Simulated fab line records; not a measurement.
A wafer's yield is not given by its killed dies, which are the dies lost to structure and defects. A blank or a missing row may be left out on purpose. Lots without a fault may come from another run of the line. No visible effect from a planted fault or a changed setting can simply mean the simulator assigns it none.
Comparing a struck lot with a sound one | flow nand harc | 40 out of 1159 route steps
Sound: the wafers L339.3, L339.4, L339.6. Struck: wafer L347.6 (left out: L347.2, L347.4 of the same lot, which were not struck); the cause appears at the end.
Per side, at each step with rows, come the tool, then ch with its chambers, and then its first start. Under that, the readings that differ: sound wafers | struck wafers | difference of the means | sigmas: that difference in standard deviations of wafers without a fault.
alike: same words and numbers on both sides, and readings whose means sit less than 2 such deviations apart. not compared: any withheld reading, any reading some wafer has no value for, any bound like >300 that may hide the same value, and any number with overlapping values for which the record gives no deviation.
Wherever a step has rows on one side only, a row that says differs or no value, or a row with sigmas, the two part there. Numbers that have no deviation but don't overlap get no sigmas and don't part them. Lack of a reading on every wafer of one side parts them only where that side has two or more wafers.

NHARC_A_BONDPAD_OVL_MEAS_35:
  struck on overlay-01, day 20 00:14; sound on overlay-02, day 18 00:22
  reading           | sound    | struck | difference | sigmas
  overlay x nm (nm) | -9 -8 -9 | 6      | +15        | +3
  alike: overlay y nm
then, 3 steps without rows for these wafers: NHARC_A_BONDPAD_HARDBAKE_10 (time 65 s); NHARC_A_BONDPAD_DESCUM_11 (chemistry O2, time 3 s); NHARC_A_BONDPAD_ETCH_34 (etches the open film in N2/H2, target depth 60 nm, overetch 18 nm, time 65.91 s).
NHARC_A_BONDPAD_ETCH_12: etches the open film in CHF3/O2, target depth 220 nm, time 110 s.
  sound: rie diel-01 ch 1,2; struck: rie diel-01 ch 1
  alike: chamber pressure mTorr, drypump motor current A, oes product au, rf vpp V, showerhead plenum p Torr, throttle valve pct
  not compared: rf hours counter h
NHARC_A_BONDPAD_CD_MEAS_13:
  struck on cd sem-03, day 20 00:41; sound on cd sem-02, day 18 01:01
  alike: cd nm
NHARC_A_BONDPAD_STRIP_15: strips in O2.
  sound on rie diel-08 ch 0,3, day 18 01:07; struck on rie diel-08 ch 0, day 20 00:47
  reading               | sound             | struck | difference | sigmas
  oes product au (a.u.) | 1.006 0.999 1.002 | 0.988  | -0.014     | -2
  alike: chamber pressure mTorr, drypump motor current A, rf vpp V, showerhead plenum p Torr, throttle valve pct
  not compared: rf hours counter h
NHARC_A_BONDPAD_ETCH_24: etches the open film in CF4/N2, target depth 30 nm, time 72.99 s.
  sound on rie diel-08 ch 2,3; struck on rie diel-08 ch 3, day 20 00:58
  alike: chamber pressure mTorr, drypump motor current A, oes product au, rf vpp V, showerhead plenum p Torr, throttle valve pct
  not compared: rf hours counter h
then, 1 step without rows for these wafers: NHARC_A_BONDPAD_STRIP_16 (strips in post etch residue remover, time 600 s).
NHARC_A_BONDPAD_DEGAS_25: time 60 s.
  struck on pvd sputter-01, day 20 01:24; sound on pvd sputter-02, day 18 01:38
  alike: heater power w
then, 2 steps without rows for these wafers: NHARC_A_BONDPAD_PRE_CLEAN_26 (time 30 s); NHARC_A_BONDPAD_PVD_17 (deposits TaN, target thk 5 nm, time 8.06 s).
NHARC_A_BONDPAD_PVD_27: deposits Cu, target thk 30 nm, time 20.49 s.
  struck on pvd sputter-01, day 20 01:38; sound on pvd sputter-02, day 18 01:52
  alike: throttle valve pct
then, 4 steps without rows for these wafers: NHARC_A_BONDPAD_ECD_18 (material Cu, target thk 400 nm); NHARC_A_BONDPAD_ANNEAL_28 (time 90 s); NHARC_A_BONDPAD_CMP_19 (polishes, t overpolish 30 s, cu recess touch 16 s, target thk 169.8 nm); NHARC_A_BONDPAD_SRD_21 (time 30 s, dry time 20 s).
NHARC_A_BONDPAD_INSPECT_23:
  struck on defect inspect-02, day 20 03:02; sound on defect inspect-02, day 18 03:17
  alike: raw defect count
NHARC_HYBRID_BOND_ACTIVATE_00: chemistry N2, time 60 s.
  the record has rows for the sound wafers here (rie diel-06 ch 0,3, day 18 03:21) and none for the struck ones
then, 4 steps without rows for these wafers: NHARC_HYBRID_BOND_PRECLEAN_01 (cleans in DIW, time 300 s); NHARC_HYBRID_BOND_SRD_02 (time 30 s, dry time 20 s); NHARC_HYBRID_BOND_BOND_03; NHARC_HYBRID_BOND_ANNEAL_04 (time 7200 s).
NHARC_HYBRID_BOND_OVL_MEAS_05:
  the record has rows for the sound wafers here (overlay-01, day 18 10:26) and none for the struck ones
NHARC_HYBRID_BOND_INSPECT_06: inspects for defects (ir void).
  the record has rows for the sound wafers here (defect inspect-01, day 18 10:31) and none for the struck ones
then, 2 steps without rows for these wafers: NHARC_THIN_TSV_GRIND_00; NHARC_THIN_TSV_CMP_01 (polishes).
NHARC_THIN_TSV_THK_MEAS_02: measures by ir.
  the record has rows for the sound wafers here (film metro-02, day 18 15:45) and none for the struck ones
then, 11 steps without rows for these wafers: NHARC_THIN_TSV_SRD_03; NHARC_THIN_TSV_PRECLEAN_41 (cleans in SC1); NHARC_THIN_TSV_SRD_42; NHARC_THIN_TSV_DEP_43 (deposits SiO2, target thk 1328.5 nm); NHARC_THIN_TSV_DEHYDRATE_04 (time 120 s); NHARC_THIN_TSV_HMDS_05 (time 30 s); NHARC_THIN_TSV_COAT_06; NHARC_THIN_TSV_SOFTBAKE_07 (time 95 s); NHARC_THIN_TSV_EBR_08; NHARC_THIN_TSV_EXPOSE_09 (exposes mask TSV); NHARC_THIN_TSV_PEB_10 (peb time 85 s).
NHARC_END_SORT_01:
  only the struck wafers appear in the record here, on prober-02 ch 0 at day 21 17:50; the sound ones have no rows

== WHERE THEY PART ==
At NHARC_A_BONDPAD_OVL_MEAS_35 first; at NHARC_END_SORT_01 last (within this record only).

WHY: whatever the simulator had introduced
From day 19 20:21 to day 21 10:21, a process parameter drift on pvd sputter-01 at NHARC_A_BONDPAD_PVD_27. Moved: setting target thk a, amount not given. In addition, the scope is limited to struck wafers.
